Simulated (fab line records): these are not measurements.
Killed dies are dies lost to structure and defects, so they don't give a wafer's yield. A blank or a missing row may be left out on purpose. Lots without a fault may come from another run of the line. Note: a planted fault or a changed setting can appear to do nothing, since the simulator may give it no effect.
Split-lot trial -- flow n5 finfet -- on a route of 1938 steps: 7 lots, 21 wafers read

## THE SPLIT ITSELF
At N5_ZERO_LAYER_EXPOSE_08 (exposes mask ZERO, defocus 0 nm, target cd 2000 nm), the setting dose mj was moved away from the recipe's 16.2 on 8 of the 21 wafers read, by -7.5% to +6.8%. For the rest of the wafers, this setting stayed at what the recipe calls for.

## FROM THE SPLIT TO THE READING: what the file shows between them, 2 steps
- N5_ZERO_LAYER_DEVELOP_10: develop time 60 s (also split here: develop time s)
- N5_ZERO_LAYER_HARDBAKE_23: time 120 s

## THE READING
cd nm, in nm, at N5_ZERO_LAYER_CD_MEAS_11 (target cd 2000 nm). Typical for fault-free wafers on this fab line: 1999.7 nm, with standard deviation 1.9 nm.

wafer,"tool, chamber at the split",dose mj as run,against the recipe,"cd nm, nm",against lot-mates on the recipe
L074.1,"krf scanner-01, 0",15.42,-4.8%,1990.1,-8.2
L074.2,"krf scanner-01, 0",16.2,recipe,1996.5,-
L074.4,"krf scanner-01, 0",16.2,recipe,2000.2,-
L076.1,"krf scanner-02, 0",16.2,recipe,1997.2,-
L076.3,"krf scanner-02, 0",16.2,recipe,1999.3,-
L076.4,"krf scanner-02, 0",17.3,+6.8%,2012.0,+13.8
L078.2,"krf scanner-02, 0",16.2,recipe,1997.7,-
L078.3,"krf scanner-02, 0",15.38,-5.1%,1987.0,-10.8
L078.4,"krf scanner-02, 0",16.2,recipe,1998.0,-
L082.3,"krf scanner-02, 0",16.2,recipe,1998.7,-
L082.5,"krf scanner-02, 0",15.05,-7.1%,1987.3,-11.4
L082.6,"krf scanner-02, 0",15.05,-7.1%,1989.1,-9.6
L089.1,"krf scanner-01, 0",16.2,recipe,2001.1,-
L089.2,"krf scanner-01, 0",17.13,+5.7%,2011.6,+10.4
L089.5,"krf scanner-01, 0",16.2,recipe,2001.3,-
L090.1,"krf scanner-01, 0",16.2,recipe,1998.5,-
L090.4,"krf scanner-01, 0",16.2,recipe,2000.9,-
L090.6,"krf scanner-01, 0",16.2,recipe,2001.1,-
L094.2,"krf scanner-01, 0",14.99,-7.5%,1984.1,-15.5
L094.4,"krf scanner-01, 0",14.99,-7.5%,1984.5,-15.1
L094.5,"krf scanner-01, 0",16.2,recipe,1999.6,-

THE FIT
A straight line over all 21 wafers: cd nm changes by +1.9 nm for each +1% of dose mj; r = +0.98; the points scatter about the line by 1.7 nm.
The same after taking each lot's own level away (the mean of its wafers on the recipe; 21 wafers): +1.85 nm for each +1%; r = +0.98; scatter 1.4 nm.
The reading moves by 14 nm for the largest change in dose mj, on that fit.
The lots' own levels span 1997.85 to 2001.20 nm, that is 1.8 times the standard deviation above.
So the lot-to-lot level changes the slope little: the two slopes agree.
Check: with one of the wafers moved furthest among these (-7.5%) left out of the fit, the line predicts -13.3 nm for it against its lot-mates. It came out at -15.5 nm against them.

## FURTHER SPLITS ON THESE WAFERS
Before the reading, these wafers also passed through other splits. Each is held against what the fit with the lots' levels taken away leaves over:
other split on the same wafers,wafers away from the commonest value,r with cd nm (lot level and that fit taken away)
N5_ZERO_LAYER_DEVELOP_10 develop time s,1,-0.02

## THE WHOLE CHAIN: every reading that the file lists as answering this split, in the file's order
step,what it does,reading,change (the file's fit),r (the file's)
N5_ZERO_LAYER_CD_MEAS_11,target cd 2000 nm,cd nm,+1.87 nm for each +1% of the setting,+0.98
N5_ZERO_LAYER_DESCUM_16,"chemistry O2, time 7.9 s","ZERO_LAYER.cd nm (the simulator's own value, which no gauge read)",+1.84 nm for each +1% of the setting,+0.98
N5_ZERO_LAYER_ETCH_17,"etches SiO2 in CF4, target depth 12 nm, time 13.3 s","ZERO_LAYER.cd nm (the simulator's own value, which no gauge read)",+1.86 nm for each +1% of the setting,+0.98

## FILE'S OWN FIT
cd nm changes by +1.87 nm for each +1% of dose mj, r = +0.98.
